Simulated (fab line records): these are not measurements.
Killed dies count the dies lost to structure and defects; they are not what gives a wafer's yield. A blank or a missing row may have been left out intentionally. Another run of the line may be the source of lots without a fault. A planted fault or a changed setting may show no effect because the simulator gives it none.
A struck lot beside a sound one    flow nandHarc    24 steps out of a route of 1302
Sound: wafers L951.1, L951.4, L951.5. The struck wafers were L953.2, L953.3, L953.5. At the end, the cause is stated.
For every step that has rows: the tool of each side, followed by ch and its chambers, followed by its first start. Under that, the readings that differ: sound wafers    struck wafers    difference of the means    sigmas: that difference in standard deviations of wafers without a fault.
alike: words and numbers the same on both sides, and readings whose means are apart by under 2 such deviations; not compared: readings that were withheld, readings missing a value for some wafer, numbers with overlapping values and no deviation given by the record, and bounds like >300 which may hide the same value.
A row with sigmas, a row that says differs or no value, or rows on one side alone: a step with any of these is where the two part. When numbers do not overlap yet have no deviation, they are printed without sigmas and do not part them. A reading missing from all wafers of one side parts the sides only when that side holds two or more wafers.

first, 1 step without rows for these wafers: NHARC_P_STI_HARDBAKE_13 (time 65 s).
NHARC_P_STI_DESCUM_14: chemistry O2, time 3 s.
  sound on rieDiel-01 ch 1,2, day 3 16:52; struck on rieDiel-05 ch 0,3, day 4 12:37
  alike: drypumpMotorCurrentA, oesProductAu, rfVppV, showerheadPlenumPTorr, throttleValvePct
  not compared: rfHoursCounterH
NHARC_P_STI_ETCH_42: etches the open film in N2/H2, target depth 80 nm, overetch 24 nm, time 61 s.
  sound on rieDiel-01 ch 0,2,3, day 3 16:58; struck on rieDiel-05 ch 0,1, day 4 12:42
  alike: drypumpMotorCurrentA, n2FlowSccm, oesProductAu, rfVppV, showerheadPlenumPTorr, throttleValvePct
  not compared: rfHoursCounterH
NHARC_P_STI_ETCH_31: etches the open film in CF4/CHF3, target depth 108.9 nm, time 54.5 s.
  sound: rieDiel-01 ch 0,1; struck: rieDiel-05 ch 0,1,2
  alike: drypumpMotorCurrentA, oesProductAu, rfVppV, showerheadPlenumPTorr, throttleValvePct
  not compared: rfHoursCounterH
NHARC_P_STI_ETCH_15: etches the open film in HBr/Cl2, target depth 300 nm, time 100.1 s.
  sound on rieSi-05 ch 1,2, day 3 17:08; struck on rieSi-05 ch 0,2,3, day 4 12:53
  alike: drypumpMotorCurrentA, mfcCl2Sccm, oesProductAu, throttleValvePct
  not compared: rfHoursCounterH
NHARC_P_STI_CD_MEAS_16:
  sound on cdSem-01, day 3 17:18; struck on cdSem-01, day 4 13:04
  alike: cdNm
NHARC_P_STI_OCD_MEAS_17:
  sound on ocd-02, day 3 17:23; struck on ocd-01, day 4 13:08
  alike: trenchDepthNm, trenchFootCdNm
then, 3 steps without rows for these wafers: NHARC_P_STI_STRIP_19 (strips in SPM, time 900 s); NHARC_P_STI_PRECLEAN_32 (cleans in SC1); NHARC_P_STI_SRD_23.
NHARC_P_STI_OCD_MEAS_43:
  sound on ocd-01, day 3 17:54; struck on ocd-02, day 4 13:39
  alike: trenchDepthNm, trenchFootCdNm
then, 1 step without rows for these wafers: NHARC_P_STI_OXIDE_33 (material SiO2, target thk 10 nm, ox time 281 s).
NHARC_P_STI_HDPCVD_20: deposits SiO2.
  sound on hdpcvd-01 ch 0,1, day 4 02:30; struck on hdpcvd-01 ch 0,1, day 4 22:11
then, 1 step without rows for these wafers: NHARC_P_STI_ANNEAL_34 (time 1800 s).
NHARC_P_STI_CMP_21: polishes, t overpolish 20 s, target thk 380.67 nm.
  sound on cmp-04 ch 2,3, day 4 11:41; struck on cmp-03 ch 0,1,3, day 5 06:45
  alike: motorCurrentA, overpolishRunS, retainingRingPressureFrac
  not compared: padLifeWafers
then, 7 steps without rows for these wafers: NHARC_P_STI_SRD_35; NHARC_P_STI_ETCH_36 (etches SiO2 in dHF, target depth 38.8 nm); NHARC_P_STI_STRIP_24 (strips Si3N4 in H3PO4); NHARC_P_STI_ETCH_37 (etches SiO2 in dHF, target depth 11 nm); NHARC_P_STI_PRECLEAN_38 (cleans in SC1); NHARC_P_STI_SRD_39; NHARC_P_STI_OXIDE_40 (material SiO2, target thk 10 nm, ox time 1362 s).
NHARC_P_STI_INSPECT_25:
  sound on defectInspect-01, day 4 19:24; struck on defectInspect-02, day 5 15:55
reading         sound        struck       difference  sigmas
rawDefectCount  214 205 148  317 391 555  +232        +2
-- jump in the record: it breaks off in module P_STI and resumes in module END (first step shown: number 1302 of the route), and 20 days separate the struck wafers' starts before and after --
NHARC_END_SORT_01:
  at this point the record logs the struck wafers (prober-02 ch 0, day 25 19:57) and has no rows for the sound ones

== WHERE THEY PART ==
Earliest at NHARC_P_STI_INSPECT_25; latest, in this record, at NHARC_END_SORT_01.

WHY: whatever the simulator had introduced
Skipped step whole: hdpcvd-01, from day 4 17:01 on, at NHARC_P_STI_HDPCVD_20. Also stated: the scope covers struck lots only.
